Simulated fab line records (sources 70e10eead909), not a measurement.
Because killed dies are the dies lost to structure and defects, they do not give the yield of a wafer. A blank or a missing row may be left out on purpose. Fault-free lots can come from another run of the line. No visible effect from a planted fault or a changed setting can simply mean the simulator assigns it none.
fab line records ; flow nand_harc
record: lots: 11; wafers: 33; last_day: 33
route steps=1302 shown A_CONTACT@1024 END@1302
lots that met no fault: from a run of the same line without faults
start_h: hours from the record's first day to the start of the lot's first wafer shown ; wait_h: hours elapsed since this lot's preceding step ; " repeats the value in the row above ; L1.1+2: a row that stands for several wafers ; - no value, or no start was given ; * or withheld: withheld ; < > ~ a bound
route shown NAME@n: names a module that has steps shown in the file, with the first one's number in the route ; usual: mean/standard deviation of fault-free wafers ; same: alike in all rows ; chamber/n: place in a boat ; sites: each site's reading ; _std_site: their standard deviation ; _edge_site: the outer-site mean with the inner-site mean subtracted ; radius_mm: how far each site lies from the wafer's centre ; mask NAME#n: copy n ; behind: tool/chamber where the wafer was last shaped ; hold: why the lot was held/for how many hours/how that ended ; device: the n, p or np transistor that did not switch ; end of line: the same wafers' tests at the end of the route ; step lacking rows: just its recipe ; killed: not the wafer's yield, but the dies lost to structure and defects at the first sort ; map: a wafer's dies, x killed, . not, _ none there
set.NAME: the run value of the setting; set.NAME@STEP: its run value at that earlier step ; model.NAME: the simulator's own value behind a step, which no gauge read
route steps across a sampled set of lots; one table per step, one row per wafer
services: the hour from which a tool's chamber was out of use, counted from the record's first day as start_h (under 0 if before that day), plus the number of hours and why
== steps ==
step: NHARC_A_CONTACT_ETCH_102
recipe: target_depth_a: 1000; overetch_a: 100; time_s: 55; ion_energy_ev: 100; cf4_flow_sccm: 80; o2_flow_sccm: 20; ar_flow_sccm: 0; rf_w: 300; bias_w: 100; chemistry: CF4/O2
usual: bias_w: 100.0/0.31; cf4_flow_sccm: 80.02/0.21; drypump_motor_current_A: 5.76/0.3; oes_product_au: 1.000/0.015; rf_vpp_V: 198.1/1.3; showerhead_plenum_p_Torr: 1.35/0.05; throttle_valve_pct: 13.399/0.0099
lot.wafer;tool;chamber;start_h;wait_h;bias_w;cf4_flow_sccm;drypump_motor_current_A;oes_product_au;rf_hours_counter_h;rf_vpp_V;showerhead_plenum_p_Torr;throttle_valve_pct
L562.4;rie_diel-10;1;509.92;0.1;100.2;80.17;5.75;1.023;18;198.2;1.34;13.404
L562.3;rie_diel-10;0;509.92;0.1;99.9;79.96;5.44;1.003;25;199.7;1.43;13.382
L562.6;rie_diel-10;1;509.92;0.1;100.7;80.19;5.76;1.017;-;197.3;1.34;13.384
L565.3;rie_diel-05;1;530.50;0.1;99.9;80.26;5.98;0.975;20;197.4;1.35;13.390
L565.1;rie_diel-05;3;530.50;0.1;100.2;80.36;5.69;1.013;21;198.8;1.39;13.387
L565.6;rie_diel-05;0;530.50;0.1;100.3;80.05;5.71;0.993;-;197.9;1.34;13.398
L567.2;rie_diel-10;0;551.99;0.0;99.9;80.05;5.45;0.997;38;198.7;1.42;13.405
L567.1;rie_diel-10;2;551.99;0.0;99.8;79.61;5.40;1.025;36;201.5;1.44;13.384
L567.4;rie_diel-10;3;551.99;0.0;100.1;80.09;5.94;0.996;40;199.3;1.37;13.397
L568.3;rie_diel-05;0;567.92;0.1;100.0;80.01;5.71;1.001;27;196.9;1.34;13.422
L568.2;rie_diel-05;2;567.92;0.1;100.0;80.15;6.06;0.999;27;197.4;1.27;13.385
L568.6;rie_diel-05;1;567.92;0.1;99.7;80.01;5.98;0.977;-;197.8;1.35;13.409
L570.4;rie_diel-05;1;579.90;0.1;99.9;79.71;5.99;0.975;29;198.3;1.35;13.385
L570.3;rie_diel-05;3;579.90;0.1;99.8;79.94;5.70;1.015;30;198.4;1.38;13.406
L570.6;rie_diel-05;1;579.90;0.1;100.0;80.18;5.98;0.982;-;198.9;1.35;13.402
L577.1;rie_diel-05;3;654.69;0.1;100.2;79.85;5.70;0.973;13;198.0;1.38;13.398
L577.3;rie_diel-05;0;654.69;0.1;100.3;80.03;5.69;1.004;16;198.5;1.34;13.392
L577.5;rie_diel-05;2;654.69;0.1;100.0;79.88;6.12;1.004;-;195.8;1.27;13.392
L578.1;rie_diel-05;2;657.86;0.1;100.0;79.93;6.09;1.017;13;195.7;1.27;13.413
L578.6;rie_diel-05;1;657.86;0.1;100.2;79.90;5.98;0.985;-;198.8;1.35;13.404
L578.5;rie_diel-05;2;657.86;0.1;100.5;80.57;6.07;1.014;-;196.5;1.27;13.419
L579.2;rie_diel-10;2;687.03;0.1;100.0;80.00;5.39;1.005;20;199.6;1.43;13.408
L579.5;rie_diel-10;1;687.03;0.1;100.0;79.84;5.74;0.994;-;198.2;1.32;13.396
L579.6;rie_diel-10;2;687.03;0.1;100.3;79.87;5.41;0.995;-;200.6;1.43;13.401
L582.2;rie_diel-01;1;705.09;0.1;100.8;79.93;6.04;1.017;49;195.8;1.29;13.411
L582.1;rie_diel-01;2;705.09;0.1;100.3;80.11;5.82;0.997;47;199.5;1.41;13.411
L582.4;rie_diel-01;3;705.09;0.1;99.9;80.13;5.64;1.009;42;198.5;1.40;13.404
L583.2;rie_diel-05;2;716.29;0.0;99.6;79.84;6.03;1.009;26;196.1;1.27;13.394
L583.4;rie_diel-05;0;716.29;0.0;99.9;79.76;5.68;0.998;30;198.0;1.34;13.411
L583.6;rie_diel-05;3;716.29;0.0;100.2;80.02;5.70;0.986;-;199.1;1.38;13.416
L584.3;rie_diel-05;2;722.68;0.6;99.6;79.76;6.06;1.015;29;194.9;1.26;13.398
L584.4;rie_diel-05;1;722.68;0.6;99.9;80.06;5.98;0.999;27;198.4;1.35;13.398
L584.5;rie_diel-05;2;722.68;0.6;99.6;80.14;6.07;1.012;-;195.5;1.26;13.397
step: NHARC_A_CONTACT_DEP_57
recipe: target_thk_a: 53000; temp_c: 400; material: aC
usual: throttle_valve_pct: 35.000/0.0086
lot.wafer;tool;chamber;start_h;wait_h;throttle_valve_pct
L562.3;acl_dep-01;0;511.71;-;34.988
L562.4;acl_dep-01;0;511.71;-;34.990
L562.6;acl_dep-01;0;513.31;-;34.994
L565.1;acl_dep-03;0;531.15;-;35.008
L565.3;acl_dep-03;0;532.22;-;34.987
L565.6;acl_dep-03;0;533.81;-;35.005
L567.1;acl_dep-02;0;555.80;-;35.000
L567.2;acl_dep-02;0;555.80;-;34.997
L567.4;acl_dep-02;0;557.43;-;35.011
L568.2;acl_dep-01;0;570.55;-;34.998
L568.3;acl_dep-01;0;570.55;-;35.001
L568.6;acl_dep-01;0;572.72;-;35.007
L570.3;acl_dep-02;0;582.08;-;35.007
L570.4;acl_dep-02;0;582.08;-;35.008
L570.6;acl_dep-02;0;583.69;-;34.990
L577.1;acl_dep-01;0;656.23;-;34.980
L577.3;acl_dep-01;0;657.31;-;34.997
L577.5;acl_dep-01;0;658.39;-;34.992
L578.1;acl_dep-03;0;659.80;-;34.997
L578.5;acl_dep-03;0;661.97;-;34.991
L578.6;acl_dep-03;0;661.97;-;35.012
L579.2;acl_dep-03;0;688.23;-;35.009
L579.5;acl_dep-03;0;689.84;-;35.003
L579.6;acl_dep-03;0;689.84;-;34.996
L582.1;acl_dep-01;0;707.43;-;35.007
L582.2;acl_dep-01;0;707.43;-;35.010
L582.4;acl_dep-01;0;709.04;-;34.988
L583.2;acl_dep-03;0;718.01;-;34.990
L583.4;acl_dep-03;0;719.07;-;34.993
L583.6;acl_dep-03;0;720.13;-;35.015
L584.3;acl_dep-02;0;724.42;-;34.993
L584.4;acl_dep-02;0;724.42;-;34.987
L584.5;acl_dep-02;0;724.42;-;35.011
step: NHARC_A_CONTACT_ETCH_75
recipe: target_depth_a: 390; over_etch_frac: 0.3; time_s: 65; ion_energy_ev: 80; cf4_flow_sccm: 150; ar_flow_sccm: 0; rf_w: 300; bias_w: 100; chemistry: CF4
usual: bias_w: 100.0/0.3; cf4_flow_sccm: 150.0/0.47; drypump_motor_current_A: 5.80/0.27; oes_product_au: 0.998/0.014; rf_vpp_V: 151.4/1.1; showerhead_plenum_p_Torr: 1.78/0.057; throttle_valve_pct: 13.285/0.0091
lot.wafer;tool;chamber;start_h;wait_h;bias_w;cf4_flow_sccm;drypump_motor_current_A;oes_product_au;rf_hours_counter_h;rf_vpp_V;showerhead_plenum_p_Torr;throttle_valve_pct
L562.3;rie_diel-05;2;515.11;0.1;99.7;149.9;6.08;1.007;18;150.9;1.69;13.290
L562.4;rie_diel-05;1;515.11;0.1;99.9;149.9;5.99;0.980;17;152.1;1.79;13.280
L562.6;rie_diel-05;2;515.11;0.1;99.5;150.2;6.06;1.010;-;150.7;1.69;13.281
L565.3;rie_diel-01;0;535.23;0.1;99.9;149.4;4.73;1.012;44;152.7;1.76;13.295
L565.1;rie_diel-01;1;535.23;0.1;100.4;149.5;6.08;0.999;46;150.7;1.73;13.281
L565.6;rie_diel-01;0;535.23;0.1;99.7;149.3;4.74;1.025;-;151.0;1.76;13.291
L567.4;rie_diel-05;3;560.11;0.1;100.2;150.7;5.71;1.022;25;153.4;1.83;13.286
L567.2;rie_diel-05;1;560.11;0.1;100.1;150.1;5.94;0.980;25;152.4;1.79;13.296
L567.1;rie_diel-05;2;560.11;0.1;100.1;150.4;6.05;0.997;25;150.5;1.69;13.290
L568.2;rie_diel-05;0;574.28;0.1;100.7;150.4;5.71;1.010;28;151.5;1.78;13.284
L568.3;rie_diel-05;2;574.28;0.1;99.5;150.2;6.06;0.995;28;148.7;1.69;13.276
L568.6;rie_diel-05;0;574.28;0.1;100.4;150.8;5.70;1.002;-;151.3;1.78;13.286
L570.4;rie_diel-01;0;585.53;0.3;100.0;151.0;4.75;0.997;8;152.4;1.76;13.287
L570.3;rie_diel-01;1;585.53;0.3;100.3;150.3;6.12;1.015;8;150.8;1.73;13.283
L570.6;rie_diel-01;3;585.53;0.3;99.4;148.8;5.64;1.002;-;151.2;1.86;13.266
L577.1;rie_diel-05;2;660.36;0.1;-;-;-;-;-;-;-;-
L577.3;rie_diel-05;1;660.36;0.1;-;-;-;-;-;-;-;-
L577.5;rie_diel-05;3;660.36;0.1;-;-;-;-;-;-;-;-
L578.1;rie_diel-05;2;664.09;0.1;-;-;-;-;-;-;-;-
L578.5;rie_diel-05;0;664.09;0.1;-;-;-;-;-;-;-;-
L578.6;rie_diel-05;1;664.09;0.1;-;-;-;-;-;-;-;-
L579.2;rie_diel-05;0;691.97;0.1;-;-;-;-;-;-;-;-
L579.6;rie_diel-05;2;691.97;0.1;-;-;-;-;-;-;-;-
L579.5;rie_diel-05;3;691.97;0.1;-;-;-;-;-;-;-;-
L582.2;rie_diel-05;0;711.69;0.1;100.1;149.4;5.69;0.994;28;151.5;1.77;13.281
L582.1;rie_diel-05;2;711.69;0.1;99.8;150.5;6.11;1.012;25;150.8;1.68;13.291
L582.4;rie_diel-05;0;711.69;0.1;100.5;149.3;5.68;1.007;-;151.2;1.77;13.289
L583.2;rie_diel-05;1;721.56;0.1;99.6;150.0;5.97;0.980;26;150.2;1.78;13.280
L583.4;rie_diel-05;2;721.56;0.1;100.3;149.7;6.07;1.012;28;149.7;1.68;13.282
L583.6;rie_diel-05;0;721.56;0.1;100.0;150.7;5.70;0.991;-;150.6;1.77;13.276
L584.3;rie_diel-05;1;727.64;0.1;99.8;149.8;5.96;0.992;27;151.1;1.78;13.295
L584.4;rie_diel-05;2;727.64;0.1;100.3;150.2;6.01;1.005;29;150.9;1.68;13.274
L584.5;rie_diel-05;0;727.64;0.1;100.5;149.9;5.69;1.003;-;150.1;1.77;13.277
step: NHARC_A_CONTACT_ETCH_127
recipe: source_w: withheld; pressure_mtorr: 20; bias_v: 3000; time_s: 197; target_depth_a: 19180; ar_flow_sccm: withheld; c4f8_flow_sccm: withheld; o2_flow_sccm: withheld; chemistry: C4F8/O2/Ar
usual: chamber_pressure_mTorr: 20.001/0.019; oes_air_line_au: 1.000/0.019
lot.wafer;tool;chamber;start_h;wait_h;chamber_pressure_mTorr;oes_air_line_au;rf_hours_counter_h
L562.4;har_cap_etch-02;1;517.18;0.1;20.005;0.998;-
L562.3;har_cap_etch-02;0;517.18;0.1;20.016;1.009;-
L562.6;har_cap_etch-02;1;517.18;0.1;20.025;1.003;-
L565.1;har_cap_etch-03;0;537.26;0.1;20.008;0.976;48
L565.3;har_cap_etch-03;1;537.26;0.1;19.986;0.964;-
L565.6;har_cap_etch-03;0;537.26;0.1;20.003;0.994;-
L567.1;har_cap_etch-03;1;562.13;0.1;20.019;1.008;51
L567.2;har_cap_etch-03;0;562.13;0.1;20.005;1.002;51
L567.4;har_cap_etch-03;0;562.13;0.1;19.993;1.024;-
L568.2;har_cap_etch-03;1;578.70;0.1;19.975;1.025;56
L568.3;har_cap_etch-03;1;578.70;0.1;20.006;0.985;-
L568.6;har_cap_etch-03;1;578.70;0.1;19.995;0.972;-
L570.3;har_cap_etch-03;1;587.59;0.1;20.001;0.995;-
L570.4;har_cap_etch-03;0;587.59;0.1;20.003;0.988;-
L570.6;har_cap_etch-03;0;587.59;0.1;20.010;1.006;-
L577.1;har_cap_etch-01;0;662.55;0.2;19.970;1.005;30
L577.3;har_cap_etch-01;1;662.55;0.2;20.025;0.974;-
L577.5;har_cap_etch-01;1;662.55;0.2;20.007;0.968;-
L578.1;har_cap_etch-02;1;666.12;0.1;20.002;0.981;112
L578.5;har_cap_etch-02;0;666.12;0.1;19.992;0.988;-
L578.6;har_cap_etch-02;1;666.12;0.1;19.958;0.989;-
L579.2;har_cap_etch-01;0;694.51;0.1;20.019;0.962;33
L579.5;har_cap_etch-01;0;694.51;0.1;19.985;0.995;-
L579.6;har_cap_etch-01;1;694.51;0.1;19.997;0.995;-
L582.2;har_cap_etch-03;0;713.97;0.1;20.016;1.016;80
L582.1;har_cap_etch-03;1;713.97;0.1;20.018;0.989;80
L582.4;har_cap_etch-03;1;713.97;0.1;20.036;0.978;-
L583.2;har_cap_etch-03;0;723.61;0.1;19.975;1.023;82
L583.4;har_cap_etch-03;0;723.61;0.1;20.035;1.021;-
L583.6;har_cap_etch-03;0;723.61;0.1;20.029;0.989;-
L584.4;har_cap_etch-02;0;729.89;0.2;20.024;0.966;-
L584.3;har_cap_etch-02;1;729.89;0.2;19.994;0.980;-
L584.5;har_cap_etch-02;0;729.89;0.2;19.977;0.989;-
step: NHARC_END_SORT_01
recipe: temp_c: 25
usual: killed_at_array: 58/22; killed_at_other: 1.0/1.3; killed_at_periphery: 5/3.4; killed_dies: 64/22; killed_open: 3.6/1.8; killed_short: 2.4/1.7
same: gross_dies: 677
lot.wafer;tool;chamber;start_h;wait_h;killed_at_array;killed_at_other;killed_at_periphery;killed_dies;killed_open;killed_short
L577.1;prober-01;0;718.31;2.5;666;5;6;677;3;4
L577.3;prober-01;0;719.92;3.1;676;0;1;677;5;4
L577.5;prober-01;0;721.54;3.7;672;0;5;677;4;2
L578.1;prober-02;0;723.41;2.5;665;1;11;677;3;1
L578.5;prober-02;0;726.63;3.7;669;0;8;677;8;0
L578.6;prober-02;0;727.44;4.0;671;0;6;677;3;3
L579.2;prober-01;0;750.87;2.8;669;4;4;677;4;3
L579.5;prober-01;0;753.28;3.7;669;0;8;677;4;2
L579.6;prober-01;0;754.09;4.0;673;3;1;677;1;2
killed by level:class
L577.1 A_CONTACT:area_etch=592 A_SLIT:chamber_film_flake=34 A_CHANNEL_HOLE_D1:chamber_film_flake=26 THIN_TSV:chamber_film_flake=5 A_STAIRCASE:chamber_film_flake=4 P_ZERO_WELL:chamber_film_flake=2 P_BONDPAD:chamber_film_flake=2 A_CHANNEL_FILL_D2:chamber_film_flake=2
L577.3 A_CONTACT:area_etch=597 A_CHANNEL_HOLE_D1:chamber_film_flake=31 A_SLIT:chamber_film_flake=27 A_STAIRCASE:chamber_film_flake=5 A_CONTACT:chamber_film_flake=3 A_CHANNEL_FILL_D1:geometric_particle:short=2 A_DECK1_JOINT:chamber_film_flake=2 A_BONDPAD:chamber_film_flake=2
L577.5 A_CONTACT:area_etch=582 A_SLIT:chamber_film_flake=38 A_CHANNEL_HOLE_D1:chamber_film_flake=33 A_STAIRCASE:chamber_film_flake=6 A_DECK1_JOINT:chamber_film_flake=4 A_DECK1_JOINT:geometric_particle:open=2 P_GATE:chamber_film_flake=2 P_BONDPAD:chamber_film_flake=2
L578.1 A_CONTACT:area_etch=599 A_CHANNEL_HOLE_D1:chamber_film_flake=36 A_CHANNEL_HOLE_D2:chamber_film_flake=17 P_BONDPAD:chamber_film_flake=5 A_SLIT:chamber_film_flake=5 P_CONTACT:chamber_film_flake=3 A_CONTACT:chamber_film_flake=3 P_CONTACT:geometric_particle:open=1
L578.5 A_CONTACT:area_etch=589 A_CHANNEL_HOLE_D1:chamber_film_flake=32 A_CHANNEL_HOLE_D2:chamber_film_flake=26 A_CONTACT:chamber_film_flake=6 P_CONTACT:chamber_film_flake=4 A_DECK1_JOINT:chamber_film_flake=3 A_STAIRCASE:chamber_film_flake=3 A_DECK1_JOINT:geometric_particle:open=2
L578.6 A_CONTACT:area_etch=607 A_CHANNEL_HOLE_D1:chamber_film_flake=29 A_CHANNEL_HOLE_D2:chamber_film_flake=21 P_CONTACT:chamber_film_flake=3 A_STAIRCASE:chamber_film_flake=3 A_M0:geometric_particle:open=2 P_BONDPAD:chamber_film_flake=2 A_CONTACT:chamber_film_flake=2
L579.2 A_CONTACT:area_etch=609 A_SLIT:chamber_film_flake=33 A_CHANNEL_HOLE_D1:chamber_film_flake=14 THIN_TSV:chamber_film_flake=3 A_WL_FILL:geometric_particle:open=2 P_CONTACT:chamber_film_flake=2 A_CHANNEL_FILL_D1:chamber_film_flake=2 A_CONTACT:chamber_film_flake=2
L579.5 A_CONTACT:area_etch=612 A_SLIT:chamber_film_flake=33 A_CHANNEL_HOLE_D1:chamber_film_flake=10 A_STAIRCASE:chamber_film_flake=3 A_CONTACT:chamber_film_flake=3 P_CONTACT:geometric_particle:open=2 P_ZERO_WELL:chamber_film_flake=2 P_CONTACT:chamber_film_flake=2
L579.6 A_CONTACT:area_etch=626 A_SLIT:chamber_film_flake=22 A_CHANNEL_HOLE_D1:chamber_film_flake=8 A_CONTACT:chamber_film_flake=5 A_STAIRCASE:chamber_film_flake=4 THIN_TSV:chamber_film_flake=3 A_DECK1_JOINT:chamber_film_flake=2 A_CHANNEL_HOLE_D1:geometric_particle:short=1
== services ==
tool;chamber;start_h;hours;kind
har_cap_etch-03;-;488.67;0.7;repair
rie_diel-05;0;489.60;-;clean
rie_diel-05;1;489.60;-;clean
rie_diel-05;2;489.60;-;clean
rie_diel-05;3;489.60;-;clean
har_cap_etch-01;-;497.00;17.0;pm
rie_diel-10;0;498.78;5.2;repair
rie_diel-05;2;503.05;1.7;repair
rie_diel-10;0;539.17;2.1;repair
acl_dep-01;-;551.49;13.0;pm
rie_diel-01;-;557.96;9.0;pm
rie_diel-05;-;584.22;9.0;pm
rie_diel-10;0;593.91;3.1;repair
rie_diel-10;-;599.96;9.0;pm
acl_dep-02;-;607.31;13.0;pm
rie_diel-10;3;622.77;5.5;repair
rie_diel-01;3;636.36;2.6;repair
rie_diel-05;0;641.73;1.7;repair
acl_dep-03;-;666.90;13.0;pm
rie_diel-01;3;676.46;1.4;repair
rie_diel-05;1;684.98;12.2;repair
rie_diel-10;0;710.45;4.6;repair
rie_diel-10;0;723.49;2.4;repair
rie_diel-01;-;724.20;8.3;repair
== key ==
first_sign: step: NHARC_A_CONTACT_ETCH_75; reading: tool_record; direction: missing
effect: step: NHARC_END_SORT_01; reading: killed_dies; direction: up; sigmas: 28; usual: 64; struck: 677
more_kills_born_at: NHARC_A_CONTACT_ETCH_75@rie_diel-05: 5414
met_at NHARC_A_CONTACT_ETCH_75
struck_lots L577,L578,L579
later_rows_left_out L577.1,L577.3,L577.5,L578.1,L578.5,L578.6,L579.2,L579.5,L579.6
tester_left_out L577,L578,L579
not_acting_at NHARC_A_CONTACT_ETCH_102,NHARC_A_CONTACT_DEP_57,NHARC_A_CONTACT_ETCH_127
onset_between 574.28 660.36
fault: kind: skipped_step_whole; tool: rie_diel-05; chamber: -; onset_h: 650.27; steps: NHARC_A_CONTACT_ETCH_75; scope: struck_lots_only
tester_left_out: of these lots the tester's yield and bins aren't shown, on N5 and GAA mostly nor the transistor test; their killed dies are dies lost to structure and defects alone, not to doping, threshold or leakage, so they don't give the yield
later_rows_left_out: the simulator's readings of these wafers behind a module that went badly wrong aren't trusted and aren't shown, but for the sort
